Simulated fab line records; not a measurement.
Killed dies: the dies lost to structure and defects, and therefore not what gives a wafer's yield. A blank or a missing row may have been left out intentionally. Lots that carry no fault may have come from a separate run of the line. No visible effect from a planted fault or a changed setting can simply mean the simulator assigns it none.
The tool behind it: which one? + flow nandHarc + Sampling: 11 lots, 33 wafers, 5 of 1159 route steps

== WHAT EACH GAUGE READ, for each wafer ==
NHARC_P_M0_CD_MEAS_09: target cd 90 nm. Usual: cdNm at 90.1 nm, with a standard deviation of 0.39.
| lot  | measured     | on       | cdNm (nm)      | flag |
|------|--------------|----------|----------------|------|
| L468 | day 5 19:40  | cdSem-01 | 91.1 89.9 90.3 |      |
| L469 | day 6 06:38  | cdSem-02 | 91.0 90.0 90.4 |      |
| L471 | day 6 16:18  | cdSem-02 | 89.8 90.0 90.1 |      |
| L472 | day 6 23:58  | cdSem-01 | 90.0 90.1 90.2 |      |
| L474 | day 7 14:19  | cdSem-02 | 90.7 86.5 86.2 | OFF  |
| L475 | day 7 15:17  | cdSem-01 | 90.1 90.0 90.3 |      |
| L485 | day 9 20:18  | cdSem-02 | 91.1 90.4 90.5 |      |
| L487 | day 10 06:37 | cdSem-02 | 90.2 90.3 90.0 |      |
| L488 | day 10 22:13 | cdSem-03 | 89.3 90.2 89.8 |      |
| L489 | day 11 02:23 | cdSem-02 | 90.4 90.4 90.0 |      |
| L490 | day 11 03:56 | cdSem-02 | 90.0 90.6 90.0 |      |

NHARC_P_M0_CD_MEAS_16. Usual: cdNm at 89.9 nm, with a standard deviation of 0.58.
| lot  | measured     | on       | cdNm (nm)      | flag |
|------|--------------|----------|----------------|------|
| L468 | day 5 20:09  | cdSem-02 | 91.3 91.0 90.3 |      |
| L469 | day 6 07:07  | cdSem-03 | 91.0 89.2 89.0 |      |
| L471 | day 6 16:48  | cdSem-02 | 89.8 89.9 90.7 |      |
| L472 | day 7 00:27  | cdSem-01 | 90.4 90.3 90.0 |      |
| L474 | day 7 14:47  | cdSem-01 | 91.1 86.6 87.0 |      |
| L475 | day 7 15:46  | cdSem-02 | 90.7 90.0 89.6 |      |
| L485 | day 9 20:47  | cdSem-03 | 90.8 90.0 90.8 |      |
| L487 | day 10 07:06 | cdSem-01 | 89.5 89.8 89.6 |      |
| L488 | day 10 22:42 | cdSem-01 | 89.9 90.9 90.0 |      |
| L489 | day 11 02:53 | cdSem-01 | 90.6 90.4 90.4 |      |
| L490 | day 11 04:26 | cdSem-02 | 89.3 90.5 89.7 |      |

== WHAT TOOL EACH LOT RAN ON (gives the tool, then ch and the chambers of the sampled wafers, and finally the start) ==
| lot  | NHARC_P_GATE_STRIP_95               | NHARC_P_CONTACT_ETCH_36                      | NHARC_P_M0_PEB_07                |
|------|-------------------------------------|----------------------------------------------|----------------------------------|
| L468 | plasmaAsher-02 ch 0,1, day 5 12:04  | rieDiel-06 ch 1,3, day 5 19:35 or earlier    | lithoTrack-06 ch 0, day 5 19:35  |
| L469 | plasmaAsher-02 ch 0,1, day 5 18:52  | rieDiel-06 ch 0,1,3, day 6 06:33 or earlier  | lithoTrack-06 ch 0, day 6 06:33  |
| L471 | plasmaAsher-02 ch 0,1, day 6 08:34  | rieDiel-06 ch 0,1,3, day 6 16:13 or earlier  | lithoTrack-06 ch 0, day 6 16:13  |
| L472 | plasmaAsher-02 ch 0,1, day 6 16:13  | rieDiel-09 ch 0,3, day 6 23:52 or earlier    | lithoTrack-06 ch 0, day 6 23:52  |
| L474 | plasmaAsher-02 ch 0,1, day 7 02:55  | rieDiel-09 ch 2,3, day 7 14:14 or earlier    | lithoTrack-06 ch 0, day 7 14:14  |
| L475 | plasmaAsher-02 ch 0,1, day 7 07:02  | rieDiel-06 ch 1,2,3, day 7 15:12 or earlier  | lithoTrack-04 ch 0, day 7 15:12  |
| L485 | plasmaAsher-02 ch 0,1, day 9 11:39  | rieDiel-06 ch 0,2,3, day 9 20:13 or earlier  | lithoTrack-01 ch 0, day 9 20:13  |
| L487 | plasmaAsher-01 ch 0,1, day 9 23:01  | rieDiel-09 ch 1,2,3, day 10 06:32 or earlier | lithoTrack-04 ch 0, day 10 06:32 |
| L488 | plasmaAsher-01 ch 0,1, day 10 11:08 | rieDiel-06 ch 0,1, day 10 22:08 or earlier   | lithoTrack-04 ch 0, day 10 22:08 |
| L489 | plasmaAsher-02 ch 0,1, day 10 18:23 | rieDiel-06 ch 0,1,2, day 11 02:19 or earlier | lithoTrack-04 ch 0, day 11 02:19 |
| L490 | plasmaAsher-01 ch 0,1, day 10 19:26 | rieDiel-09 ch 0,1, day 11 03:52 or earlier   | lithoTrack-01 ch 0, day 11 03:52 |
- NHARC_P_GATE_STRIP_95: strips in O2.
- NHARC_P_CONTACT_ETCH_36: etches the open film in N2/H2, target depth 260 nm, time 406.25 s.
- NHARC_P_M0_PEB_07: peb time 65 s.

== WHAT THE TOOLS THEMSELVES READ (means of the sampled wafers that have a number; where no wafer has one, the mark that the record gives instead) ==
NHARC_P_GATE_STRIP_95. Usual: drypumpMotorCurrentA 5.57 A, standard deviation 0.28; heaterPowerW 315 W, standard deviation 29.
| lot  | tool           | drypumpMotorCurrentA (A) | heaterPowerW (W) | flag |
|------|----------------|--------------------------|------------------|------|
| L468 | plasmaAsher-02 | 5.37                     | 302              |      |
| L469 | plasmaAsher-02 | 5.36                     | 303              |      |
| L471 | plasmaAsher-02 | 5.38                     | 299              |      |
| L472 | plasmaAsher-02 | 5.38                     | 301              |      |
| L474 | plasmaAsher-02 | 5.29                     | 321              |      |
| L475 | plasmaAsher-02 | 5.37                     | 303              |      |
| L485 | plasmaAsher-02 | 5.31                     | 323              |      |
| L487 | plasmaAsher-01 | 5.68                     | 324              |      |
| L488 | plasmaAsher-01 | 5.85                     | 306              |      |
| L489 | plasmaAsher-02 | 5.37                     | 313              |      |
| L490 | plasmaAsher-01 | 5.69                     | 330              |      |

NHARC_P_CONTACT_ETCH_36. Usual: drypumpMotorCurrentA 5.7 A, standard deviation 0.39; oesProductAu 1.005 a.u., standard deviation 0.0075; rfVppV 431.1 V, standard deviation 2.7; showerheadPlenumPTorr 2.06 Torr, standard deviation 0.095; throttleValvePct 14.171 %, standard deviation 0.01.
| lot  | tool       | drypumpMotorCurrentA (A) | oesProductAu (a.u.) | rfVppV (V) | showerheadPlenumPTorr (Torr) | throttleValvePct (%) | flag |
|------|------------|--------------------------|---------------------|------------|------------------------------|----------------------|------|
| L468 | rieDiel-06 | 5.9                      | 1.003               | 429.7      | 2.00                         | 14.165               |      |
| L469 | rieDiel-06 | 5.8                      | 1.002               | 430.0      | 2.04                         | 14.168               |      |
| L471 | rieDiel-06 | 5.8                      | 1.013               | 430.8      | 2.04                         | 14.166               |      |
| L472 | rieDiel-09 | 5.4                      | 1.013               | 431.3      | 2.05                         | 14.169               |      |
| L474 | rieDiel-09 | 5.7                      | 1.008               | 431.7      | 2.10                         | 14.169               |      |
| L475 | rieDiel-06 | 6.1                      | 1.005               | 430.1      | 2.03                         | 14.171               |      |
| L485 | rieDiel-06 | 6.0                      | 1.006               | 432.8      | 2.07                         | 14.173               |      |
| L487 | rieDiel-09 | 5.6                      | 1.009               | 430.4      | 2.04                         | 14.170               |      |
| L488 | rieDiel-06 | 5.5                      | 1.005               | 432.0      | 2.09                         | 14.179               |      |
| L489 | rieDiel-06 | 5.7                      | 1.013               | 432.8      | 2.12                         | 14.163               |      |
| L490 | rieDiel-09 | 5.5                      | 1.005               | 431.5      | 2.08                         | 14.170               |      |

NHARC_P_M0_PEB_07. Usual: heaterPowerTotalW at 156.6 W, with a standard deviation of 0.43.
| lot  | tool          | heaterPowerTotalW (W) | flag |
|------|---------------|-----------------------|------|
| L468 | lithoTrack-06 | 156.2                 |      |
| L469 | lithoTrack-06 | 156.4                 |      |
| L471 | lithoTrack-06 | 156.9                 |      |
| L472 | lithoTrack-06 | 156.6                 |      |
| L474 | lithoTrack-06 | 162.7                 | OFF  |
| L475 | lithoTrack-04 | 156.4                 |      |
| L485 | lithoTrack-01 | 156.9                 |      |
| L487 | lithoTrack-04 | 156.4                 |      |
| L488 | lithoTrack-04 | 156.6                 |      |
| L489 | lithoTrack-04 | 156.5                 |      |
| L490 | lithoTrack-01 | 156.8                 |      |

== THE ANSWER, worked out from the rows above alone ==
Rule: a lot is off if the mean of its wafers that have a number lies more than 3 standard deviations from the usual mean. Also off: a lot with no number at a reading for which 4 or more lots have one. Where the step has rows for the other lots, those lots are counted as sound. After the gauges, taken in route order, come the tools' own readings; for these a lot's mean is taken, as printed above. At the first step where some lot is off, the reading lying furthest off is the one used; lots without a number count as furthest.
Off at NHARC_P_M0_CD_MEAS_09 (cdNm): L474.
A tool fits if, at a process step before that reading, it ran every lot that is off, and no sound lot after the first of them. The gauges at NHARC_P_M0_CD_MEAS_09 aren't tried: what is off there is off at NHARC_P_M0_PEB_07 too, on other tools, and a gauge's error can't cause that. Because NHARC_P_CONTACT_ETCH_36 lacks a start for some lots, the hours and order of its lots are taken from NHARC_P_M0_PEB_07. One candidate fits, namely lithoTrack-06 at NHARC_P_M0_PEB_07. Its last sound lot is L472 (day 6 23:52), its first lot that is off L474 (day 7 14:14): a fault that began between those two fits.
The tool's own readings at NHARC_P_M0_PEB_07 bear it out: on the lots that are off they differ by more than 5 times the standard deviation of the sound lots' means. heaterPowerTotalW reads 162.7 W there against 156.6 W on the sound lots.

== WHAT THE SIMULATOR PUT IN ==
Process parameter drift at NHARC_P_M0_PEB_07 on lithoTrack-06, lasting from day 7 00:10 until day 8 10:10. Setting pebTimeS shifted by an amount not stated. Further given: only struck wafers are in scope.
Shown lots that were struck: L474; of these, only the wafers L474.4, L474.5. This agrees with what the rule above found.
